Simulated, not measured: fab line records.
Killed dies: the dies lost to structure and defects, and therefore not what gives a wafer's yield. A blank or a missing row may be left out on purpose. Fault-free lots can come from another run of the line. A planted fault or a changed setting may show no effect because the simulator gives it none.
What tool caused it? | flow n5 finfet | Sampling: 11 lots, 33 wafers, 3 of 1938 route steps

== WHAT EACH GAUGE READ, for each wafer ==
N5_PASSIVATION_OVL_MEAS_66.
lot  | measured     | on         | PASS_OPEN_OVL (nm)
L349 | day 11 10:08 | overlay-01 | -6 -5 -8
L351 | day 11 17:55 | overlay-02 | 10 8 6
L352 | day 12 21:51 | overlay-02 | -7 -3 -1
L353 | day 13 16:25 | overlay-01 | -4 -2 -5
L354 | day 13 01:25 | overlay-02 | 0 2 4
L357 | day 13 15:27 | overlay-01 | -4 -3 -2
L362 | day 15 08:48 | overlay-02 | 1 1 1
L364 | day 15 21:23 | overlay-01 | 0 13 -3
L368 | day 16 19:16 | overlay-02 | -9 -2 -7
L369 | day 16 22:49 | overlay-02 | -3 2 1
L370 | day 16 22:59 | overlay-01 | -9 0 4

== WHICH TOOL RAN EACH LOT (tool, then ch and the chambers of the sampled wafers, then the start) ==
lot  | N5_MOL_CONTACT_COAG_PRE_CLEAN_141 | N5_MIM_BOT_ETCH_STRIP_01
L349 | pvd sputter-03, day 4 19:43       | rie diel-06 ch 0,1,3, day 11 03:47
L351 | pvd sputter-01, day 5 07:38       | rie diel-05 ch 1,3, day 11 13:13
L352 | pvd sputter-03, day 5 14:10       | rie diel-03 ch 0,1,2, day 12 17:04
L353 | pvd sputter-03, day 5 20:40       | rie diel-06 ch 2,3, day 13 09:07
L354 | pvd sputter-03, day 6 04:37       | rie diel-03 ch 0,1,3, day 12 20:31
L357 | pvd sputter-03, day 6 20:47       | rie diel-05 ch 0,1,3, day 13 09:00
L362 | pvd sputter-03, day 8 03:20       | rie diel-03 ch 1,2,3, day 15 01:14
L364 | pvd sputter-01, day 8 15:21       | rie diel-03 ch 0,1, day 15 16:14
L368 | pvd sputter-03, day 9 12:04       | rie diel-03 ch 0,1, day 16 12:56
L369 | pvd sputter-03, day 10 00:00      | rie diel-03 ch 0,1,2, day 16 17:56
L370 | pvd sputter-02, day 10 00:46      | rie diel-06 ch 0,1,2, day 16 18:22
- N5_MOL_CONTACT_COAG_PRE_CLEAN_141: time 60 s.
- N5_MIM_BOT_ETCH_STRIP_01: strips in O2.

== THE ANSWER, worked out from the rows above alone ==
Rule: the usual values come from the lots themselves. The widest of any qualifying gaps counts: lots, ordered by their means at a reading, are off when they make up no more than a third of the lots, leave a main group of 4 or more, and stand apart from it by 3 or more times the standard deviation of that group's means. A main group whose means are all the same, to the digits that the tables above print for the reading, isn't used. Also off: a lot with no number at a reading for which 4 or more lots have one. All remaining lots with rows at the step are treated as sound.
None of the lots is off at any reading shown; this tells nothing.

== WHAT THE SIMULATOR HAD PUT IN ==
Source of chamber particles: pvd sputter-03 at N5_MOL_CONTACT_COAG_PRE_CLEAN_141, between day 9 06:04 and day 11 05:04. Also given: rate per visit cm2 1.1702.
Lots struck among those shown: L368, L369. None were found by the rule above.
